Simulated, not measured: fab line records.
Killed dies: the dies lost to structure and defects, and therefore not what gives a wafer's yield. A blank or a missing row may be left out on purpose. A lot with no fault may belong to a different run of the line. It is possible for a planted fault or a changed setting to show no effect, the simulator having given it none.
One fault through the eyes of 2 desks -- flow n5Finfet -- every desk sees just its own numbers, and what lay behind them comes last

AT THE METROLOGY DESK
Lot by lot, what the gauges showed, no matter which tool ran the lot: averages of those sampled wafers that carry a number. A lot is out of limits, marked OUT, if its mean lies more than 4 standard deviations from the usual mean; the brackets give that distance. It has 13 readings, of which 7 appear: the earliest out of limits, and the ones furthest out on some lot.
Columns: A = IOFF_N at N5_BEOL_M4_RC_MEAS_101, usual 0.158 nA/um; B = ION_N at N5_BEOL_M4_RC_MEAS_101, usual 676 uA/um; C = ION_P at N5_BEOL_M4_RC_MEAS_101, usual 465 uA/um; D = SS_N at N5_BEOL_M4_RC_MEAS_101, usual 71.5 mV/dec; E = VT_N at N5_BEOL_M4_RC_MEAS_101, usual 249.8 mV; F = VT_P at N5_BEOL_M4_RC_MEAS_101, usual -250 mV; G = M11_ILD_THK at N5_BEOL_M11_THK_MEAS_01, usual 267 nm
lot,first seen here,A,B,C,D,E,F,G
L445,day 9 10:20,0.202,673,457,72.5,247.5,-251,269
L447,day 9 10:26,0.171,697,483,71.3,246.5,-246,270
L446,day 9 11:25,0.130,658,460,71.3,251.8,-249,270
L448,day 9 17:47,0.152,657,445,71.2,251.6,-255,265
L449,day 9 19:14,0.185,694,469,71.7,247.2,-252,259
L457,day 12 12:55,0.149,672,458,71.6,250.6,-252,309 (+11) OUT
L459,day 12 18:08,0.183,678,462,71.6,245.7,-251,315 (+13) OUT
L461,day 13 14:19,0.175,693,473,71.9,245.9,-249,264
L463,day 13 18:32,0.138,664,459,71.1,250.5,-249,261
L465,day 14 17:25,0.179,669,457,71.7,248.4,-249,268
This desk's finding: out of limits on L457, L459; first on L457, day 14 21:06 (M11_ILD_THK at N5_BEOL_M11_THK_MEAS_01). In limits: L445, L447, L446, L448, L449, L461, L463, L465.

DESK OF THE TOOL OWNER: pecvd-04
The tool's own readings at N5_BEOL_M11_ILD_DEP_00 (deposits SiCOH lowk from DEMS/porogen, target thk 308.51 nm, time 58 s): means of the sampled wafers that have a number, for each lot that ran on this tool. A lot is out of limits, marked OUT, if its mean lies more than 4 standard deviations from the usual mean; the brackets give that distance.
Columns: A = heaterPowerW at N5_BEOL_M11_ILD_DEP_00, usual 307 W; B = runLengthS at N5_BEOL_M11_ILD_DEP_00, usual 101.0 s; C = showerheadPlenumPTorr at N5_BEOL_M11_ILD_DEP_00, usual 5.744 Torr; D = throttleValvePct at N5_BEOL_M11_ILD_DEP_00, usual 14.0 %
lot,first seen here,A,B,C,D
L448,day 12 02:11,284,100.9,5.743,13.7
L449,day 12 03:13,273,100.9,5.751,13.8
L457,day 14 20:31,263,110.6 (+21) OUT,5.754,13.8
L459,day 15 06:44,266,110.3 (+21) OUT,5.750,13.9
This desk's finding: out of limits on L457, L459; first on L457, day 14 20:31 (runLengthS at N5_BEOL_M11_ILD_DEP_00). In limits: L448, L449.

PUT TOGETHER
The tool owner's desk had the chance to raise an alarm at day 14 20:31 on L457, L459.
At day 14 21:06 the metrology desk could have sounded an alarm, on L457, L459.
All the named lots went through N5_BEOL_M11_ILD_DEP_00 on pecvd-04.

WHAT THE SIMULATOR PUT IN
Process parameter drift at N5_BEOL_M11_ILD_DEP_00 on pecvd-04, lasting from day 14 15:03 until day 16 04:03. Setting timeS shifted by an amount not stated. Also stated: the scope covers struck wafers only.
Struck lots among those shown: L457, L459.
Counting hours from when the fault started, the first reading out of limits came at 5 for the tool owner's desk and at 6 for the metrology desk.
